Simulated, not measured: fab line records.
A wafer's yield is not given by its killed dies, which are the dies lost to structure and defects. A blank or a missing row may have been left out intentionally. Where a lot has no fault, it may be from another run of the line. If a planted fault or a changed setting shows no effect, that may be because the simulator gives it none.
The tool behind it: which one? | flow n5 finfet | Sampling: 9 lots, 27 wafers, 5 of 1938 route steps

WHAT THE GAUGES SHOWED, per wafer
N5_BEOL_M4_RC_MEAS_101. Usual: DIBL_N 36.9 mV/V, standard deviation 1.7; DIBL_P 36.7 mV/V, standard deviation 2.1; IOFF_N 0.17 nA/um, standard deviation 0.032; IOFF_P 0.22 nA/um, standard deviation 0.036; IOFF_P_85C 3.8 nA/um, standard deviation 0.52; IOFF_P_LIN 0.102 nA/um, standard deviation 0.013; IOFF_P_LONG 0.000106 nA/um, standard deviation 1.1e-05; ION_N 674 uA/um, standard deviation 12; ION_P 461 uA/um, standard deviation 7; SS_N 71.7 mV/dec, standard deviation 0.6; SS_P 73.4 mV/dec, standard deviation 0.67; VT_N 249 mV, standard deviation 3.1; VT_N_LVT 98 mV, standard deviation 3.1; VT_P -250 mV, standard deviation 3.2; VT_P_LONG -275 mV, standard deviation 3.4.
lot  | measured     | on        | DIBL_N (mV/V)  | DIBL_P (mV/V)  | IOFF_N (nA/um) | IOFF_P (nA/um)    | IOFF_P_85C (nA/um) | IOFF_P_LIN (nA/um)   | IOFF_P_LONG (nA/um)        | ION_N (uA/um) | ION_P (uA/um) | SS_N (mV/dec)  | SS_P (mV/dec)  | VT_N (mV)   | VT_N_LVT (mV) | VT_P (mV)      | VT_P_LONG (mV) | flag
L232 | day 9 20:14  | prober-01 | 37.3 37.0 39.7 | 36.5 36.0 37.1 | 0.18 0.16 0.23 | 0.22 0.20 0.23    | 3.7 3.5 3.9        | 0.102 0.096 0.103    | 0.000109 0.000108 0.000105 | 679 680 675   | 461 460 452   | 71.7 71.1 72.8 | 73.2 72.8 73.7 | 246 250 244 | 94 97 94      | -251 -249 -251 | -278 -275 -276 |
L233 | day 10 05:55 | prober-01 | 34.8 34.6 35.2 | 34.7 34.8 35.8 | 0.15 0.13 0.15 | 0.20 0.21 0.23    | 3.6 3.6 3.9        | 0.099 0.099 0.106    | 0.000107 0.000113 0.000108 | 662 657 673   | 461 454 464   | 71.6 70.7 71.5 | 72.5 71.8 72.8 | 251 253 251 | 99 102 99     | -249 -252 -249 | -273 -277 -277 |
L234 | day 11 08:37 | prober-01 | 38.3 40.4 38.5 | 37.3 39.3 36.5 | 0.18 0.24 0.20 | 0.23 0.27 0.22    | 4.0 4.6 3.9        | 0.104 0.116 0.100    | 0.000104 0.000101 9.7e-05  | 684 692 680   | 461 472 458   | 72.0 72.4 72.6 | 73.8 74.3 74.3 | 250 246 248 | 96 93 95      | -252 -249 -250 | -275 -278 -275 |
L236 | day 11 00:52 | prober-01 | 37.7 34.9 36.2 | 38.4 36.7 37.5 | 0.19 0.14 0.16 | 54.53 44.98 48.87 | 390.1 330.0 353.5  | 24.644 21.152 22.742 | 0.021776 0.021758 0.020814 | 688 677 677   | 674 662 656   | 72.3 70.8 72.2 | 73.5 73.6 72.3 | 248 253 248 | 248 254 250   | -94 -97 -95    | -121 -123 -122 | OFF
L237 | day 11 09:40 | prober-02 | 34.9 35.7 36.9 | 35.1 34.9 37.1 | 0.13 0.14 0.17 | 34.50 34.02 39.82 | 260.9 258.1 292.5  | 16.672 16.445 18.302 | 0.018031 0.017849 0.018014 | 673 672 686   | 652 648 657   | 70.6 71.3 71.6 | 73.0 73.2 74.1 | 251 253 250 | 252 252 247   | -104 -104 -101 | -127 -128 -127 | OFF
L238 | day 11 09:52 | prober-01 | 38.3 38.2 35.9 | 38.9 39.0 36.5 | 0.21 0.21 0.16 | 57.70 57.39 46.91 | 395.0 395.1 334.1  | 23.987 24.411 21.019 | 0.019078 0.019187 0.019517 | 691 691 681   | 667 672 666   | 71.7 71.4 71.6 | 74.6 74.2 72.9 | 247 246 251 | 246 246 249   | -95 -95 -97    | -128 -126 -124 | OFF
L244 | day 13 01:27 | prober-01 | 35.4 37.0 35.2 | 37.3 37.7 37.1 | 0.16 0.17 0.15 | 0.21 0.22 0.21    | 3.6 3.8 3.6        | 0.101 0.106 0.100    | 0.0001 0.000109 9.9e-05    | 681 682 682   | 464 465 461   | 71.1 70.8 71.0 | 73.6 73.7 73.0 | 248 248 250 | 99 99 100     | -250 -249 -249 | -274 -278 -277 |
L246 | day 13 07:12 | prober-02 | 37.5 38.9 35.0 | 38.7 40.3 35.1 | 0.20 0.23 0.14 | 0.28 0.30 0.22    | 4.6 4.9 3.7        | 0.128 0.134 0.107    | 0.000132 0.000126 0.000127 | 681 696 660   | 473 471 468   | 72.4 72.0 71.2 | 74.4 74.2 73.2 | 244 245 251 | 95 95 100     | -247 -243 -249 | -268 -272 -274 |
L247 | day 14 00:20 | prober-01 | 39.1 37.7 39.5 | 38.5 37.1 39.5 | 0.18 0.16 0.19 | 0.23 0.22 0.26    | 4.1 3.9 4.6        | 0.107 0.104 0.120    | 0.000106 0.000107 0.0001   | 663 659 681   | 460 458 467   | 71.9 72.1 72.8 | 74.1 73.7 73.8 | 251 252 251 | 98 98 97      | -249 -248 -247 | -277 -276 -272 |

WHICH TOOL RAN EACH LOT (tool, then ch and the chambers of the sampled wafers, then the start)
lot  | N5_SDB_DESCUM_16                  | N5_SDB_STRIP_22                     | N5_DUMMY_REMOVAL_STRIP_10         | N5_HKMG_FIN_ALD_75
L232 | rie diel-02 ch 0,1, day 5 23:11   | plasma asher-01 ch 0,1, day 5 23:29 | rie diel-01 ch 1,2, day 6 03:23   | ald hk-01 ch 0,2,3, day 6 04:31
L233 | rie diel-02 ch 1,2,3, day 6 07:50 | plasma asher-01 ch 0,1, day 6 08:08 | rie diel-03 ch 1,2,3, day 6 11:46 | ald hk-03 ch 1,3, day 6 12:48
L234 | rie diel-05 ch 0,1,3, day 6 16:10 | plasma asher-02 ch 0,1, day 6 16:28 | rie diel-03 ch 2,3, day 6 20:24   | ald hk-03 ch 0,1,2, day 6 21:43
L236 | rie diel-05 ch 0,1,2, day 6 23:28 | plasma asher-02 ch 0,1, day 6 23:46 | rie diel-01 ch 0,1,3, day 7 03:35 | ald hk-01 ch 0,2,3, day 7 04:47
L237 | rie diel-05 ch 0,2, day 7 03:59   | plasma asher-02 ch 0,1, day 7 04:17 | rie diel-06 ch 1,2, day 7 07:54   | ald hk-03 ch 0,1,2, day 7 09:05
L238 | rie diel-02 ch 1,2,3, day 7 07:44 | plasma asher-02 ch 0,1, day 7 08:02 | rie diel-01 ch 0,1,3, day 7 11:57 | ald hk-02 ch 0,1,3, day 7 13:08
L244 | rie diel-02 ch 1,2, day 8 18:29   | plasma asher-01 ch 0,1, day 8 18:50 | rie diel-06 ch 2,3, day 8 22:51   | ald hk-03 ch 0,1,3, day 8 23:56
L246 | rie diel-05 ch 1,2,3, day 9 03:20 | plasma asher-02 ch 0,1, day 9 03:38 | rie diel-01 ch 0,1,2, day 9 07:14 | ald hk-01 ch 1,2,3, day 9 08:14
L247 | rie diel-02 ch 0,1,3, day 9 11:58 | plasma asher-02 ch 0,1, day 9 12:19 | rie diel-06 ch 0,2,3, day 9 16:01 | ald hk-03 ch 0,1, day 9 17:04
- N5_SDB_DESCUM_16: chemistry O2, time 7.9 s.
- N5_SDB_STRIP_22: strips in N2/H2.
- N5_DUMMY_REMOVAL_STRIP_10: strips in N2/H2, time 40 s.
- N5_HKMG_FIN_ALD_75: deposits Al2O3, target thk 1 nm, co reactant pulse time 1 s.

WHAT THE TOOLS THEMSELVES READ (means of the sampled wafers that have a number; where no wafer has one, the mark that the record gives instead)
N5_SDB_DESCUM_16. Usual: drypump motor current A 5.4 A, standard deviation 0.39; oes product au 0.80 a.u., standard deviation 0.094; rf vpp V 243.2 V, standard deviation 1.5; showerhead plenum p Torr 2.09 Torr, standard deviation 0.084; throttle valve pct 20.33 %, standard deviation 0.14.
lot  | tool        | drypump motor current A (A) | oes product au (a.u.) | rf vpp V (V) | showerhead plenum p Torr (Torr) | throttle valve pct (%) | flag
L232 | rie diel-02 | 5.2                         | 0.86                  | 243.1        | 2.10                            | 20.27                  |
L233 | rie diel-02 | 5.4                         | 0.87                  | 244.1        | 2.15                            | 20.29                  |
L234 | rie diel-05 | 5.4                         | 0.84                  | 244.4        | 2.10                            | 20.17                  |
L236 | rie diel-05 | 5.5                         | 0.76                  | 243.8        | 2.09                            | 20.26                  |
L237 | rie diel-05 | 5.6                         | 0.75                  | 244.5        | 2.16                            | 20.27                  |
L238 | rie diel-02 | 5.4                         | 0.85                  | 243.7        | 2.14                            | 20.30                  |
L244 | rie diel-02 | 5.6                         | 0.76                  | 244.1        | 2.15                            | 20.38                  |
L246 | rie diel-05 | 5.7                         | 0.78                  | 243.8        | 2.12                            | 20.31                  |
L247 | rie diel-02 | 5.4                         | 0.81                  | 242.5        | 2.08                            | 20.32                  |

N5_SDB_STRIP_22. Usual: drypump motor current A 5.72 A, standard deviation 0.27; h2 flow sccm 3250 sccm, standard deviation 8.6; heater power w 347 W, standard deviation 30; oes product au 0.716 a.u., standard deviation 0.0048; strip time to endpoint s 96.6 s, standard deviation 0.39.
lot  | tool            | drypump motor current A (A) | h2 flow sccm (sccm) | heater power w (W) | oes product au (a.u.) | strip time to endpoint s (s) | flag
L232 | plasma asher-01 | 5.48                        | 3250                | 379                | 0.716                 | 96.4                         |
L233 | plasma asher-01 | 5.70                        | 3249                | 371                | 0.714                 | 96.3                         |
L234 | plasma asher-02 | 5.84                        | 3254                | 321                | 0.717                 | 96.8                         |
L236 | plasma asher-02 | 5.90                        | 3248                | 317                | 0.718                 | 97.1                         |
L237 | plasma asher-02 | 5.84                        | 3252                | 320                | 0.715                 | 96.8                         |
L238 | plasma asher-02 | 5.86                        | 3254                | 317                | 0.717                 | 95.9                         |
L244 | plasma asher-01 | 5.49                        | 3249                | 381                | 0.717                 | 96.9                         |
L246 | plasma asher-02 | 5.88                        | 3259                | 315                | 0.716                 | 96.3                         |
L247 | plasma asher-02 | 5.86                        | 3246                | 320                | 0.717                 | 96.3                         |

N5_DUMMY_REMOVAL_STRIP_10. Usual: drypump motor current A 5.6 A, standard deviation 0.36; h2 flow sccm 300.0 sccm, standard deviation 0.89; oes product au 0.80 a.u., standard deviation 0.083; rf vpp V 45.4 V, standard deviation 0.86; showerhead plenum p Torr 3.40 Torr, standard deviation 0.12; throttle valve pct 12.1 %, standard deviation 0.35.
lot  | tool        | drypump motor current A (A) | h2 flow sccm (sccm) | oes product au (a.u.) | rf vpp V (V) | showerhead plenum p Torr (Torr) | throttle valve pct (%) | flag
L232 | rie diel-01 | 5.9                         | 298.5               | 0.72                  | 45.3         | 3.31                            | 12.2                   |
L233 | rie diel-03 | 5.7                         | 299.0               | 0.76                  | 45.9         | 3.44                            | 12.2                   |
L234 | rie diel-03 | 5.7                         | 299.9               | 0.72                  | 44.9         | 3.43                            | 12.6                   |
L236 | rie diel-01 | 5.8                         | 300.7               | 0.78                  | 45.1         | 3.39                            | 12.1                   |
L237 | rie diel-06 | 5.7                         | 299.6               | 0.83                  | 45.5         | 3.40                            | 11.9                   |
L238 | rie diel-01 | 5.7                         | 300.3               | 0.78                  | 45.5         | 3.39                            | 12.1                   |
L244 | rie diel-06 | 5.3                         | 300.2               | 0.79                  | 45.2         | 3.48                            | 12.3                   |
L246 | rie diel-01 | 5.7                         | 299.7               | 0.70                  | 45.1         | 3.35                            | 12.3                   |
L247 | rie diel-06 | 5.5                         | 300.0               | 0.81                  | 45.5         | 3.39                            | 12.2                   |

N5_HKMG_FIN_ALD_75. Usual: heater power outer w 81 W, standard deviation 9.7; heater power w 158 W, standard deviation 21; precursor pulse height rel 1.002, standard deviation 0.023.
lot  | tool      | heater power outer w (W) | heater power w (W) | precursor pulse height rel | flag
L232 | ald hk-01 | 80                       | 153                | 1.010                      |
L233 | ald hk-03 | 78                       | 164                | 1.012                      |
L234 | ald hk-03 | 78                       | 155                | 1.017                      |
L236 | ald hk-01 | -                        | -                  | -                          | OFF
L237 | ald hk-03 | -                        | -                  | -                          | OFF
L238 | ald hk-02 | -                        | -                  | -                          | OFF
L244 | ald hk-03 | 85                       | 171                | 0.990                      |
L246 | ald hk-01 | 82                       | 160                | 0.982                      |
L247 | ald hk-03 | 77                       | 156                | 1.015                      |

THE ANSWER, worked out from the rows above alone
Rule: take the mean of a lot's wafers that have a number; if it is more than 3 standard deviations from the usual mean, the lot is off. Also off: a lot with no number at a reading for which 4 or more lots have one. The other lots that the step has rows for count as sound. The gauges are gone through in route order, then the tools' own readings, and for those a lot's mean is taken as printed above. The first step at which some lot is off is used, and at that step the reading that is off furthest; a lot without a number counts as furthest.
Off: L236, L237, L238, seen at N5_BEOL_M4_RC_MEAS_101 (IOFF_P_LONG).
A tool fits if, at a process step before that reading, it ran every lot that is off, and no sound lot after the first of them. Not tried: the gauges at N5_BEOL_M4_RC_MEAS_101; whatever is off there is also off at N5_HKMG_FIN_ALD_75, on other tools, and gauge error can't account for it. No candidate that was tried fits.

WHAT WAS PUT IN BY THE SIMULATOR
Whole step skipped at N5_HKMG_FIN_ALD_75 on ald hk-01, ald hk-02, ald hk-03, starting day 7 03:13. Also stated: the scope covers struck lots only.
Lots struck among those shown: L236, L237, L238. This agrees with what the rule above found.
